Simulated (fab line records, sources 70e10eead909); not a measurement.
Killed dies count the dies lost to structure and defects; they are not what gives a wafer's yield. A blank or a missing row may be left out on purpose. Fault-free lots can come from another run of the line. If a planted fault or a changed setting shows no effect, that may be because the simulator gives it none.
fab line records	flow nand-harc
record lots=24	wafers=72	last-day=24
route steps=1159 shown A_M0@1024 A_M1@1049 A_BONDPAD@1078 HYBRID_BOND@1100
lots untouched by any fault: they come from a run of this same line in which no faults occurred
start-h: start of the lot's first displayed wafer, in hours after the record's first day	wait-h: how many hours have passed since the lot's step before this one	" same as the row above	L1.1+2: a single row standing in for several wafers	- no value, or no start given	* or withheld: withheld	< > ~ a bound
route shown NAME@n: a module of which the file shows steps, and the number in the route of the first	usual: average and standard deviation across the fault-free wafers	same: alike in all rows	chamber/n: place in a boat	sites: per-site readings	_std_site: how widely they spread, as a standard deviation	_edge_site: mean of outer sites minus mean of inner sites	radius-mm: how far each site lies from the wafer's centre	mask NAME#n: copy n	behind: the most recent tool/chamber to have shaped the wafer	hold: reason for holding the lot/hours on hold/outcome of the hold	device: whichever transistor did not switch (one of n, p or np)	end of line: the route-end tests of the same wafers	a step without rows: its recipe alone	killed: dies lost to structure and defects at the first sort, not the wafer's yield	map: a wafer's dies, x killed, . not, _ none there
set.NAME: the setting that was run; set.NAME@STEP: the one run at that earlier step	model.NAME: the simulator's own value behind a step, which no gauge read
one table for each step of the route and one row for each wafer, over a sample of lots
services: a tool's chamber out of use, with start hour (start-h, from the record's first day; less than 0 if before it), hours out, and reason
## steps
# step NHARC_A_M0_PRE_CLEAN_31
# recipe time-s=12	temp-c=370	rf-power-w=300	gas=NH3
# usual heater-power-w=603/66
lot.wafer	tool	chamber	start-h	wait-h	heater-power-w
L074.3	pecvd-03	2	387.97	0.1	457
L074.2	"	0	"	"	615
L074.1	"	1	"	"	648
L075.3	pecvd-03	1	408.00	0.2	713
L075.1	"	2	"	"	512
L075.4	"	1	"	"	721
L076.3	pecvd-04	1	409.40	0.1	571
L076.5	"	1	"	"	555
L076.6	"	2	"	"	538
L077.2	pecvd-03	1	410.16	0.1	691
L077.6	"	0	"	"	647
L077.5	"	1	"	"	676
L078.1	pecvd-03	0	415.99	0.1	680
L078.4	"	2	"	"	455
L078.5	"	1	"	"	631
L079.2	pecvd-02	0	420.47	0.2	592
L079.3	"	2	"	"	499
L079.4	"	2	"	"	508
L080.3	pecvd-04	0	425.34	0.1	627
L080.2	"	1	"	"	596
L080.4	"	1	"	"	592
L081.1	pecvd-02	2	433.48	0.1	601
L081.2	"	1	"	"	650
L081.4	"	2	"	"	578
L083.2	pecvd-02	1	458.12	0.1	680
L083.1	"	0	"	"	526
L083.4	"	1	"	"	693
L082.3	pecvd-04	2	458.19	0.1	515
L082.2	"	0	"	"	587
L082.4	"	1	"	"	557
L087.2	pecvd-02	0	464.46	0.1	551
L087.1	"	2	"	"	596
L087.4	"	2	"	"	613
L084.2	pecvd-02	0	474.16	0.1	598
L084.5	"	1	"	"	692
L084.4	"	0	"	"	594
L086.3	pecvd-02	1	474.49	0.2	611
L086.4	"	0	"	"	514
L086.6	"	1	"	"	607
L085.3	pecvd-03	2	489.43	0.1	534
L085.1	"	0	"	"	663
L085.6	"	2	"	"	547
L088.2	pecvd-04	0	490.14	0.1	675
L088.5	"	2	"	"	615
L088.4	"	0	"	"	672
L090.3	pecvd-04	0	503.83	0.1	674
L090.5	"	0	"	"	663
L090.6	"	2	"	"	596
L089.3	pecvd-03	0	504.27	0.1	708
L089.2	"	1	"	"	727
L089.4	"	0	"	"	674
L093.3	pecvd-04	1	510.02	0.1	590
L093.5	"	2	"	"	582
L093.4	"	0	"	"	669
L092.1	pecvd-03	2	512.02	0.1	512
L092.2	"	0	"	"	635
L092.6	"	1	"	"	670
L094.3	pecvd-04	1	520.24	0.1	543
L094.6	"	1	"	"	539
L094.4	"	0	"	"	664
L091.3	pecvd-03	1	531.10	0.1	659
L091.4	"	0	"	"	581
L091.5	"	2	"	"	535
L096.1	pecvd-03	1	531.87	0.1	663
L096.3	"	2	"	"	508
L096.4	"	1	"	"	676
L097.3	pecvd-02	1	534.12	0.1	727
L097.1	"	2	"	"	604
L097.4	"	1	"	"	691
L095.1	pecvd-03	1	537.59	0.6	602
L095.6	"	1	"	"	625
L095.4	"	2	"	"	522
# step NHARC_A_M1_PVD_21
# recipe target-thk-a=300	chamber-pressure-pa=5	power-w=5000	substrate-temp-c=30	time-s=20.49	material=Cu
# usual throttle-valve-pct=29.8/0.98
lot.wafer	tool	chamber	start-h	wait-h	throttle-valve-pct
L074.2	pvd-sputter-01	-	-	-	29.6
L074.1	"	-	"	"	29.3
L074.3	"	-	"	"	28.4
L075.3	pvd-sputter-01	-	-	-	30.2
L075.4	"	-	"	"	29.5
L075.1	"	-	"	"	29.3
L076.3	pvd-sputter-01	-	-	-	29.4
L076.5	"	-	"	"	28.9
L076.6	"	-	"	"	28.0
L077.2	pvd-sputter-03	-	-	-	29.3
L077.6	"	-	"	"	31.8
L077.5	"	-	"	"	29.6
L078.1	pvd-sputter-03	-	-	-	28.3
L078.4	"	-	"	"	29.3
L078.5	"	-	"	"	28.0
L079.2	pvd-sputter-02	-	-	-	30.9
L079.4	"	-	"	"	30.1
L079.3	"	-	"	"	30.6
L080.2	pvd-sputter-01	-	-	-	28.5
L080.4	"	-	"	"	30.1
L080.3	"	-	"	"	29.6
L081.1	pvd-sputter-02	-	-	-	30.0
L081.2	"	-	"	"	30.8
L081.4	"	-	"	"	30.2
L083.1	pvd-sputter-01	-	-	-	30.1
L083.2	"	-	"	"	29.7
L083.4	"	-	"	"	27.8
L082.2	pvd-sputter-01	-	-	-	30.1
L082.3	"	-	"	"	29.7
L082.4	"	-	"	"	28.0
L087.4	pvd-sputter-02	-	-	-	30.9
L087.2	"	-	"	"	30.0
L087.1	"	-	"	"	30.4
L084.4	pvd-sputter-02	-	-	-	30.1
L084.2	"	-	"	"	30.1
L084.5	"	-	"	"	30.2
L086.3	pvd-sputter-03	-	-	-	30.0
L086.4	"	-	"	"	31.6
L086.6	"	-	"	"	30.1
L085.1	pvd-sputter-01	-	-	-	28.3
L085.3	"	-	"	"	30.4
L085.6	"	-	"	"	30.0
L088.4	pvd-sputter-02	-	-	-	29.9
L088.2	"	-	"	"	30.5
L088.5	"	-	"	"	30.5
L090.3	pvd-sputter-02	-	-	-	30.1
L090.6	"	-	"	"	30.7
L090.5	"	-	"	"	30.2
L089.4	pvd-sputter-01	-	-	-	30.1
L089.2	"	-	"	"	29.6
L089.3	"	-	"	"	29.5
L093.3	pvd-sputter-03	-	-	-	28.1
L093.4	"	-	"	"	31.7
L093.5	"	-	"	"	31.6
L092.1	pvd-sputter-03	-	-	-	30.3
L092.2	"	-	"	"	28.1
L092.6	"	-	"	"	29.6
L094.4	pvd-sputter-02	-	-	-	30.4
L094.3	"	-	"	"	30.0
L094.6	"	-	"	"	30.5
L091.3	pvd-sputter-01	-	-	-	29.4
L091.4	"	-	"	"	27.7
L091.5	"	-	"	"	27.9
L096.1	pvd-sputter-02	-	-	-	30.2
L096.4	"	-	"	"	30.6
L096.3	"	-	"	"	30.4
L097.3	pvd-sputter-01	-	-	-	30.9
L097.1	"	-	"	"	29.7
L097.4	"	-	"	"	27.7
L095.4	pvd-sputter-02	-	-	-	30.4
L095.1	"	-	"	"	30.5
L095.6	"	-	"	"	30.7
# step NHARC_A_M1_INSPECT_27
# usual raw-defect-count=443/95
lot.wafer	tool	chamber	start-h	wait-h	raw-defect-count
L074.1	defect-inspect-02	-	392.37	0.0	304
L074.2	"	-	"	"	576
L074.3	"	-	"	"	412
L075.1	defect-inspect-01	-	412.11	0.0	412
L075.3	"	-	"	"	455
L075.4	"	-	"	"	376
L076.3	defect-inspect-01	-	413.63	0.0	423
L076.5	"	-	"	"	504
L076.6	"	-	"	"	503
L077.2	defect-inspect-02	-	414.27	0.0	403
L077.5	"	-	"	"	283
L077.6	"	-	"	"	326
L078.1	defect-inspect-01	-	420.07	0.0	337
L078.4	"	-	"	"	329
L078.5	"	-	"	"	360
L079.2	defect-inspect-02	-	424.65	0.0	425
L079.3	"	-	"	"	375
L079.4	"	-	"	"	403
L080.2	defect-inspect-02	-	429.41	0.0	460
L080.3	"	-	"	"	541
L080.4	"	-	"	"	588
L081.1	defect-inspect-01	-	437.45	0.0	550
L081.2	"	-	"	"	488
L081.4	"	-	"	"	490
L083.1	defect-inspect-01	-	462.10	0.0	327
L083.2	"	-	"	"	687
L083.4	"	-	"	"	451
L082.2	defect-inspect-01	-	462.57	0.0	435
L082.3	"	-	"	"	489
L082.4	"	-	"	"	626
L087.1	defect-inspect-02	-	468.57	0.0	355
L087.2	"	-	"	"	395
L087.4	"	-	"	"	512
L084.2	defect-inspect-02	-	478.23	0.0	299
L084.4	"	-	"	"	497
L084.5	"	-	"	"	560
L086.3	defect-inspect-02	-	478.54	0.0	451
L086.4	"	-	"	"	604
L086.6	"	-	"	"	535
L085.1	defect-inspect-01	-	493.57	0.0	342
L085.3	"	-	"	"	490
L085.6	"	-	"	"	397
L088.2	defect-inspect-02	-	494.18	0.0	396
L088.4	"	-	"	"	381
L088.5	"	-	"	"	418
L090.3	defect-inspect-02	-	507.95	0.0	434
L090.5	"	-	"	"	393
L090.6	"	-	"	"	390
L089.2	defect-inspect-02	-	508.40	0.0	439
L089.3	"	-	"	"	433
L089.4	"	-	"	"	348
L093.3	defect-inspect-02	-	513.97	0.0	394
L093.4	"	-	"	"	314
L093.5	"	-	"	"	400
L092.1	defect-inspect-02	-	516.01	0.0	442
L092.2	"	-	"	"	373
L092.6	"	-	"	"	625
L094.3	defect-inspect-02	-	524.33	0.0	445
L094.4	"	-	"	"	456
L094.6	"	-	"	"	387
L091.3	defect-inspect-01	-	535.09	0.0	535
L091.4	"	-	"	"	428
L091.5	"	-	"	"	344
L096.1	defect-inspect-01	-	536.47	0.0	366
L096.3	"	-	"	"	465
L096.4	"	-	"	"	399
L097.1	defect-inspect-01	-	538.30	0.0	526
L097.3	"	-	"	"	556
L097.4	"	-	"	"	555
L095.1	defect-inspect-01	-	541.55	0.0	427
L095.4	"	-	"	"	440
L095.6	"	-	"	"	439
# step NHARC_A_BONDPAD_CD_MEAS_13
# usual cd-nm=499.9/1.8
lot.wafer	tool	chamber	start-h	wait-h	cd-nm
L074.1	cd-sem-02	-	394.72	-	504.1
L074.2	"	-	"	"	503.4
L074.3	"	-	"	"	504.7
L075.1	cd-sem-02	-	414.48	-	503.6
L075.3	"	-	"	"	501.9
L075.4	"	-	"	"	503.9
L076.3	cd-sem-03	-	416.16	-	496.5
L076.5	"	-	"	"	498.8
L076.6	"	-	"	"	497.4
L077.2	cd-sem-01	-	416.79	-	501.5
L077.5	"	-	"	"	502.7
L077.6	"	-	"	"	501.7
L078.1	cd-sem-03	-	422.65	-	498.1
L078.4	"	-	"	"	496.9
L078.5	"	-	"	"	496.9
L079.2	cd-sem-02	-	427.15	-	500.6
L079.3	"	-	"	"	497.6
L079.4	"	-	"	"	500.1
L080.2	cd-sem-01	-	432.18	-	499.3
L080.3	"	-	"	"	499.3
L080.4	"	-	"	"	498.2
L081.1	cd-sem-01	-	439.90	-	502.2
L081.2	"	-	"	"	502.3
L081.4	"	-	"	"	502.4
L083.1	cd-sem-01	-	464.56	-	500.7
L083.2	"	-	"	"	500.4
L083.4	"	-	"	"	500.1
L082.2	cd-sem-01	-	465.20	-	499.6
L082.3	"	-	"	"	499.7
L082.4	"	-	"	"	501.4
L087.1	cd-sem-02	-	470.89	-	500.9
L087.2	"	-	"	"	499.4
L087.4	"	-	"	"	500.2
L084.2	cd-sem-03	-	480.56	-	499.3
L084.4	"	-	"	"	499.1
L084.5	"	-	"	"	497.4
L086.3	cd-sem-03	-	481.02	-	501.0
L086.4	"	-	"	"	500.1
L086.6	"	-	"	"	499.8
L085.1	cd-sem-02	-	496.02	-	497.1
L085.3	"	-	"	"	499.3
L085.6	"	-	"	"	499.0
L088.2	cd-sem-03	-	496.64	-	500.7
L088.4	"	-	"	"	498.7
L088.5	"	-	"	"	499.1
L090.3	cd-sem-01	-	510.41	-	500.1
L090.5	"	-	"	"	498.5
L090.6	"	-	"	"	499.2
L089.2	cd-sem-02	-	510.92	-	499.3
L089.3	"	-	"	"	499.0
L089.4	"	-	"	"	499.1
L093.3	cd-sem-01	-	516.44	-	498.6
L093.4	"	-	"	"	500.0
L093.5	"	-	"	"	499.4
L092.1	cd-sem-02	-	519.04	-	497.7
L092.2	"	-	"	"	500.0
L092.6	"	-	"	"	497.7
L094.3	cd-sem-01	-	526.81	-	500.0
L094.4	"	-	"	"	500.5
L094.6	"	-	"	"	499.3
L091.3	cd-sem-02	-	537.60	-	499.9
L091.4	"	-	"	"	501.0
L091.5	"	-	"	"	501.1
L096.1	cd-sem-02	-	538.80	-	498.4
L096.3	"	-	"	"	498.7
L096.4	"	-	"	"	499.7
L097.1	cd-sem-02	-	540.64	-	501.1
L097.3	"	-	"	"	499.8
L097.4	"	-	"	"	503.0
L095.1	cd-sem-02	-	543.88	-	500.6
L095.4	"	-	"	"	500.6
L095.6	"	-	"	"	500.5
# step NHARC_A_BONDPAD_PVD_27
# recipe target-thk-a=300	chamber-pressure-pa=5	power-w=5000	substrate-temp-c=30	time-s=20.49	material=Cu
# usual throttle-valve-pct=29.9/1
lot.wafer	tool	chamber	start-h	wait-h	throttle-valve-pct
L074.2	pvd-sputter-03	-	-	-	32.2
L074.3	"	-	"	"	29.4
L074.1	"	-	"	"	30.0
L075.3	pvd-sputter-02	-	-	-	30.0
L075.4	"	-	"	"	30.5
L075.1	"	-	"	"	30.7
L076.3	pvd-sputter-03	-	-	-	29.4
L076.6	"	-	"	"	28.3
L076.5	"	-	"	"	31.6
L077.2	pvd-sputter-02	-	-	-	30.1
L077.6	"	-	"	"	30.4
L077.5	"	-	"	"	30.7
L078.4	pvd-sputter-03	-	-	-	28.2
L078.1	"	-	"	"	29.5
L078.5	"	-	"	"	30.0
L079.3	pvd-sputter-02	-	-	-	30.5
L079.2	"	-	"	"	30.4
L079.4	"	-	"	"	30.7
L080.3	pvd-sputter-03	-	-	-	29.8
L080.2	"	-	"	"	28.4
L080.4	"	-	"	"	31.9
L081.2	pvd-sputter-03	-	-	-	30.3
L081.4	"	-	"	"	28.1
L081.1	"	-	"	"	31.5
L083.1	pvd-sputter-02	-	-	-	29.9
L083.2	"	-	"	"	30.5
L083.4	"	-	"	"	30.1
L082.3	pvd-sputter-02	-	-	-	30.1
L082.2	"	-	"	"	30.3
L082.4	"	-	"	"	30.7
L087.1	pvd-sputter-02	-	-	-	30.6
L087.2	"	-	"	"	30.2
L087.4	"	-	"	"	30.1
L084.2	pvd-sputter-02	-	-	-	30.0
L084.4	"	-	"	"	30.7
L084.5	"	-	"	"	30.1
L086.4	pvd-sputter-01	-	-	-	29.2
L086.3	"	-	"	"	29.9
L086.6	"	-	"	"	29.3
L085.3	pvd-sputter-03	-	-	-	28.0
L085.1	"	-	"	"	31.6
L085.6	"	-	"	"	29.9
L088.2	pvd-sputter-02	-	-	-	30.8
L088.4	"	-	"	"	30.7
L088.5	"	-	"	"	29.8
L090.3	pvd-sputter-02	-	-	-	30.0
L090.5	"	-	"	"	30.7
L090.6	"	-	"	"	30.3
L089.2	pvd-sputter-03	-	-	-	29.7
L089.4	"	-	"	"	28.0
L089.3	"	-	"	"	29.1
L093.3	pvd-sputter-02	-	-	-	30.0
L093.4	"	-	"	"	30.6
L093.5	"	-	"	"	30.2
L092.1	pvd-sputter-02	-	-	-	29.9
L092.2	"	-	"	"	30.0
L092.6	"	-	"	"	30.4
L094.3	pvd-sputter-01	-	-	-	29.6
L094.4	"	-	"	"	27.9
L094.6	"	-	"	"	29.5
L091.4	pvd-sputter-02	-	-	-	30.6
L091.3	"	-	"	"	30.2
L091.5	"	-	"	"	30.7
L096.4	pvd-sputter-01	-	-	-	27.7
L096.3	"	-	"	"	30.7
L096.1	"	-	"	"	29.5
L097.3	pvd-sputter-01	-	-	-	28.0
L097.1	"	-	"	"	30.9
L097.4	"	-	"	"	29.6
L095.4	pvd-sputter-02	-	-	-	30.7
L095.1	"	-	"	"	30.5
L095.6	"	-	"	"	30.6
# step NHARC_HYBRID_BOND_INSPECT_06
# recipe inspect-instrument=ir-void
# usual raw-defect-count=33/14
lot.wafer	tool	chamber	start-h	wait-h	raw-defect-count
L074.1	defect-inspect-01	-	409.89	0.0	38
L074.2	"	-	"	"	37
L074.3	"	-	"	"	51
L075.1	defect-inspect-01	-	428.22	0.0	29
L075.3	"	-	"	"	30
L075.4	"	-	"	"	40
L076.3	defect-inspect-02	-	428.23	0.1	20
L076.5	"	-	"	"	23
L076.6	"	-	"	"	19
L077.2	defect-inspect-02	-	428.25	0.1	29
L077.5	"	-	"	"	34
L077.6	"	-	"	"	28
L078.1	defect-inspect-02	-	435.84	0.0	37
L078.4	"	-	"	"	32
L078.5	"	-	"	"	30
L079.2	defect-inspect-01	-	435.84	0.1	30
L079.3	"	-	"	"	36
L079.4	"	-	"	"	34
L080.2	defect-inspect-02	-	445.50	0.1	39
L080.3	"	-	"	"	40
L080.4	"	-	"	"	42
L081.1	defect-inspect-01	-	454.05	0.0	11
L081.2	"	-	"	"	11
L081.4	"	-	"	"	12
L083.1	defect-inspect-01	-	476.57	0.0	37
L083.2	"	-	"	"	35
L083.4	"	-	"	"	34
L082.2	defect-inspect-02	-	476.57	0.1	16
L082.3	"	-	"	"	10
L082.4	"	-	"	"	14
L087.1	defect-inspect-01	-	484.86	0.0	17
L087.2	"	-	"	"	14
L087.4	"	-	"	"	20
L084.2	defect-inspect-02	-	492.72	0.1	16
L084.4	"	-	"	"	14
L084.5	"	-	"	"	17
L086.3	defect-inspect-01	-	492.73	0.1	29
L086.4	"	-	"	"	34
L086.6	"	-	"	"	34
L085.1	defect-inspect-02	-	508.56	0.0	37
L085.3	"	-	"	"	42
L085.6	"	-	"	"	47
L088.2	defect-inspect-01	-	508.56	0.1	37
L088.4	"	-	"	"	35
L088.5	"	-	"	"	32
L089.2	defect-inspect-01	-	522.55	0.1	23
L089.3	"	-	"	"	41
L089.4	"	-	"	"	33
L090.3	defect-inspect-02	-	522.56	0.1	42
L090.5	"	-	"	"	27
L090.6	"	-	"	"	36
L092.1	defect-inspect-01	-	528.44	0.0	66
L092.2	"	-	"	"	52
L092.6	"	-	"	"	57
L093.3	defect-inspect-02	-	528.45	0.1	21
L093.4	"	-	"	"	28
L093.5	"	-	"	"	30
L094.3	defect-inspect-02	-	540.77	0.1	32
L094.4	"	-	"	"	34
L094.6	"	-	"	"	44
L096.1	defect-inspect-02	-	549.71	0.0	71
L096.3	"	-	"	"	64
L096.4	"	-	"	"	55
L091.3	defect-inspect-01	-	549.72	0.1	56
L091.4	"	-	"	"	70
L091.5	"	-	"	"	72
L097.1	defect-inspect-02	-	549.73	0.1	24
L097.3	"	-	"	"	36
L097.4	"	-	"	"	34
L095.1	defect-inspect-01	-	555.89	0.0	18
L095.4	"	-	"	"	21
L095.6	"	-	"	"	25
## services
tool	chamber	start-h	hours	kind
pecvd-03	-	365.31	0.8	repair
pecvd-04	-	376.00	13.0	pm
pecvd-04	0	376.00	13.0	vent-cycle
pvd-sputter-03	-	390.24	1.1	repair
pvd-sputter-02	-	392.00	10.0	pm
pvd-sputter-03	-	408.89	3.2	repair
pecvd-04	2	412.57	10.0	repair
pecvd-03	1	425.37	46.3	repair
pvd-sputter-03	-	428.79	1.3	repair
pvd-sputter-01	-	433.13	3.4	repair
pvd-sputter-01	-	450.94	5.8	repair
pvd-sputter-03	-	458.00	10.0	pm
pecvd-03	-	473.64	13.0	pm
pecvd-03	0	473.64	13.0	vent-cycle
pecvd-03	1	473.64	13.0	vent-cycle
pecvd-03	2	473.64	13.0	vent-cycle
pecvd-03	0	486.64	-	clean
pecvd-03	1	486.64	-	clean
pecvd-03	2	486.64	-	clean
pvd-sputter-03	-	494.36	1.8	repair
pecvd-02	1	494.81	10.6	repair
pvd-sputter-01	-	514.05	10.0	pm
pecvd-02	-	515.00	13.0	pm
pvd-sputter-03	-	528.21	18.2	repair
## key
fault none
